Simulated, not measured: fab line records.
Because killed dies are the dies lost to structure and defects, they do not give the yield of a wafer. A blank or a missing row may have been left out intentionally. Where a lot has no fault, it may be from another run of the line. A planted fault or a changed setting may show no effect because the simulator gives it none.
A lot that was struck, set against a sound lot | flow n5 finfet | 32 out of 1938 route steps
Sound: these wafers, L487.2, L487.5, L487.6. The struck wafers were L480.3, L480.5, L480.6. The cause comes at the end.
For every step that has rows: the tool of each side, followed by ch and its chambers, followed by its first start. Under that, the readings that differ: sound wafers | struck wafers | difference of the means | sigmas: that difference in standard deviations of wafers without a fault.
alike: readings whose means differ by less than 2 such deviations, and words and numbers that are the same on both sides. not compared: withheld readings, readings that some wafer has no value for, bounds like >300 that may hide the same value, and numbers for which the record gives no deviation and whose values overlap.
A row with sigmas, a row that says differs or no value, or rows on one side alone: a step with any of these is where the two part. Non-overlapping numbers with no deviation appear without sigmas and do not part them. Lack of a reading on every wafer of one side parts them only where that side has two or more wafers.

first, 9 steps without rows for these wafers: N5_MOL_CONTACT_COAG_PRECLEAN_125 (cleans in DIW, time 57.5 s); N5_MOL_CONTACT_COAG_SRD_126 (dry time 32 s); N5_MOL_CONTACT_COAG_CMP_23 (polishes, stops on SiO2, t overpolish 1.5 s, target thk 0 nm); N5_MOL_CONTACT_COAG_WET_ETCH_26 (target Co, target depth 13 nm); N5_MOL_CONTACT_COAG_WET_ETCH_116 (etches the open film in SC1-inhibited, target depth 4.6 nm, rinse time 30 s); N5_MOL_CONTACT_COAG_ALD_27 (deposits SiOC, target thk 17 nm, pulse time 1.5 s, time 2720 s); N5_MOL_CONTACT_COAG_CMP_28 (polishes, stops on SiNx, t overpolish 0.85 s, target thk 14.522 nm); N5_MOL_CONTACT_COAG_ALD_123 (deposits SiNx, target thk 5 nm, pulse time 1 s, purge time 2 s); N5_MOL_CONTACT_COAG_PECVD_31 (deposits SiO2 from TEOS/O2, target thk 46 nm, time 8.9 s).
N5_MOL_CONTACT_COAG_COAT_75: time 60 s, resist thk 60 nm.
  sound on litho track-02 ch 0, day 8 19:37; struck on litho track-03 ch 0, day 7 01:42
  reading                                           | sound                | struck               | difference | sigmas
  spin speed rpm (rpm)                              | 1499.1 1500.0 1499.5 | 1539.0 1539.6 1538.2 | +39.4      | +44
  model.SOC_of_MOL_CONTACT_COAG_COAT_75.thk nm (nm) | 60.2 60.2 60.2       | 59.4 59.6 59.4       | -0.7       |
then, 13 steps without rows for these wafers: N5_MOL_CONTACT_COAG_COAT_76 (time 60 s, resist thk 10 nm); N5_MOL_CONTACT_COAG_COAT_77 (time 60 s, resist thk 10 nm); N5_MOL_CONTACT_COAG_COAT_78 (resist thk 40 nm); N5_MOL_CONTACT_COAG_EBR_80; N5_MOL_CONTACT_COAG_SOFTBAKE_79 (time 60 s); N5_MOL_CONTACT_COAG_EXPOSE_81 (exposes mask VG, defocus 0 nm); N5_MOL_CONTACT_COAG_PEB_82 (peb time 60 s); N5_MOL_CONTACT_COAG_DEVELOP_83 (develop time 30 s); N5_MOL_CONTACT_COAG_DESCUM_88 (chemistry O2, time 7 s); N5_MOL_CONTACT_COAG_ETCH_89 (etches underlayer in N2/H2, target depth 13 nm, time 10.4 s); N5_MOL_CONTACT_COAG_ETCH_90 (etches SiARC in CF4, target depth 13 nm, time 21.7 s); N5_MOL_CONTACT_COAG_ALD_131 (deposits SiO2, target thk 5 nm, pulse time 1 s, co reactant pulse time 1 s); N5_MOL_CONTACT_COAG_ETCHBACK_132 (etches SiO2 in CHF3, target depth 10 nm, time 6.7 s).
N5_MOL_CONTACT_COAG_ETCH_91: etches SOC in N2/H2, target depth 60 nm, overetch 21 nm, time 101.2 s.
  sound on rie diel-04 ch 0,1,2, day 8 21:16; struck on rie diel-05 ch 1,2, day 7 02:37
  reading                  | sound             | struck            | difference | sigmas
  model.etch.depth nm (nm) | 60.17 60.17 60.22 | 59.47 59.54 59.34 | -0.74      |
  alike: drypump motor current A, oes product au, rf vpp V, showerhead plenum p Torr, throttle valve pct
  not compared: rf hours counter h
then, 4 steps without rows for these wafers: N5_MOL_CONTACT_COAG_STRIP_92 (strips in N2/H2); N5_MOL_CONTACT_COAG_STRIP_93 (strips in N2/H2); N5_MOL_CONTACT_COAG_ETCHBACK_135 (etches SiO2 in CHF3, target depth 25 nm, time 16.7 s); N5_MOL_CONTACT_COAG_STRIP_118 (strips in CHF3).
N5_MOL_CONTACT_COAG_VIA_ETCH_46: etches SiO2 in C4F6/O2, target depth 46 nm, overetch 9.2 nm, time 40 s.
  sound on rie diel-04 ch 0,1,2, day 8 21:24; struck on rie diel-05 ch 1,2, day 7 02:44
  reading                                           | sound        | struck         | difference | sigmas
  model.SOC_of_MOL_CONTACT_COAG_COAT_75.thk nm (nm) | 50.8 51 50.8 | 50.2 50.4 50.2 | -0.6       |
  alike: drypump motor current A, oes product au, rf vpp V, showerhead plenum p Torr, throttle valve pct
  not compared: rf hours counter h
then, 1 step without rows for these wafers: N5_MOL_CONTACT_COAG_STRIP_96 (strips in N2/H2).
-- a jump in the record: the struck wafers' starts before and after are 3 days apart (it breaks off in module MOL_CONTACT_COAG and resumes in module BEOL_M4, where the first step shown is number 1111 of the route) --
N5_BEOL_M4_RC_MEAS_101:
  sound on prober-02 ch 0, day 11 16:33; struck on prober-01 ch 0, day 10 01:08
  alike: DIBL_N, DIBL_P, IOFF_N, IOFF_P, ION_N, ION_P, SS_N, SS_P, VT_N, VT_P
-- here the record skips 4 days between the struck wafers' starts before and after, leaving off in module BEOL_M4 and picking up in module PASSIVATION (first step shown: number 1936 of the route) --
N5_PASSIVATION_PROBE_49:
  sound: prober-02 at day 15 20:45; struck: prober-01 at day 14 10:59
  alike: defect limited yield, killed_at_M0_to_M3, killed_at_M4_up, killed at contacts, killed at front end, killed at other, killed dies, killed open, killed short, sort_bin_5_function, sort_bin_6_memory, sort n pass, sort yield pct

## WHERE THEY PART
At N5_MOL_CONTACT_COAG_COAT_75 and nowhere else, as far as this record goes. Later steps at which nothing parts them and some readings are alike: N5_MOL_CONTACT_COAG_ETCH_91, N5_MOL_CONTACT_COAG_VIA_ETCH_46, N5_BEOL_M4_RC_MEAS_101, N5_PASSIVATION_PROBE_49.

WHY: what the simulator had put in
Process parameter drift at N5_MOL_CONTACT_COAG_COAT_75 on litho track-03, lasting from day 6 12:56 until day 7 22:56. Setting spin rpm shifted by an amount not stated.
